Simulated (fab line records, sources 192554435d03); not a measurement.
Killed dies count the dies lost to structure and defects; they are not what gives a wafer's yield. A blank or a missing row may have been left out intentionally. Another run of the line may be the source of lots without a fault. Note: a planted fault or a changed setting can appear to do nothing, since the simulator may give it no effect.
Chamber matching | flow n5Finfet | N5_BEOL_M4_STRIP_36 on rieDiel-03 has 4 sister chambers
The step strips in N2/H2. 14 wafers are shown with their chamber, then 7 later ones without.

## EACH WAFER AND ITS CHAMBER
wafer  | chamber | drypumpMotorCurrentA (A) | showerheadPlenumPTorr (Torr) | throttleValvePct (%)
L077.1 | 3       | 6.2                      | 2.50                         | 23.65
L077.4 | 2       | 5.9                      | 2.53                         | 23.72
L077.6 | 1       | 6.0                      | 2.50                         | 24.21
L076.1 | 0       | 5.5                      | 2.62                         | 23.64
L076.4 | 0       | 5.5                      | 2.62                         | 23.64
L076.5 | 3       | 6.2                      | 2.50                         | 23.69
L082.3 | 1       | 6.0                      | 2.49                         | 23.87
L082.4 | 0       | 5.5                      | 2.61                         | 23.67
L082.5 | 2       | 5.8                      | 2.52                         | 23.78
L088.3 | 2       | 5.8                      | 2.52                         | 23.78
L088.4 | 2       | 5.8                      | 2.52                         | 23.77
L088.5 | 3       | 6.2                      | 2.49                         | 23.33
L090.1 | 2       | 5.8                      | 2.52                         | 23.78
L090.2 | 0       | 5.5                      | 2.61                         | 23.27

SIGNATURES (averages over the wafers above)
reading               | chamber 0 | chamber 1 | chamber 2 | chamber 3 | scatter within a chamber
drypumpMotorCurrentA  | 5.500     | 6.000     | 5.820     | 6.200     | 0.0283
showerheadPlenumPTorr | 2.6150    | 2.4950    | 2.5220    | 2.4967    | 0.00545
throttleValvePct      | 23.5550   | 24.0400   | 23.7660   | 23.5567   | 0.157
Rule: distance of a wafer from a chamber = root of the sum over the readings of ((wafer's reading minus chamber's mean) / reading's scatter) squared. The wafer belongs to the nearest chamber; if the next one is less than 2 further off, it can't be placed. The scatter: the root of (the sum of the squares of (reading less its chamber's mean) over the shown wafers, divided by (wafers less chambers)).

## WAFERS MISSING THEIR CHAMBER
wafer  | drypumpMotorCurrentA (A) | showerheadPlenumPTorr (Torr) | throttleValvePct (%)
L090.3 | 6.1                      | 2.49                         | 23.33
L096.1 | 6.0                      | 2.49                         | 23.88
L096.2 | 5.8                      | 2.51                         | 23.80
L096.6 | 6.2                      | 2.48                         | 23.39
L097.1 | 5.5                      | 2.60                         | 23.32
L097.2 | 6.2                      | 2.48                         | 23.37
L097.4 | 5.8                      | 2.51                         | 23.80

## THE CHAMBER EACH PASSED THROUGH
wafer  | from the rows above     | in truth
L090.3 | can't be placed: 3 or 1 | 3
L096.1 | 1                       | 1
L096.2 | 2                       | 2
L096.6 | 3                       | 3
L097.1 | 0                       | 0
L097.2 | 3                       | 3
L097.4 | 2                       | 2
Correct placement for 6 of the 7. From these rows, 1 cannot be placed; in 1 the true chamber is one of the candidates. Placed wrongly: 0.
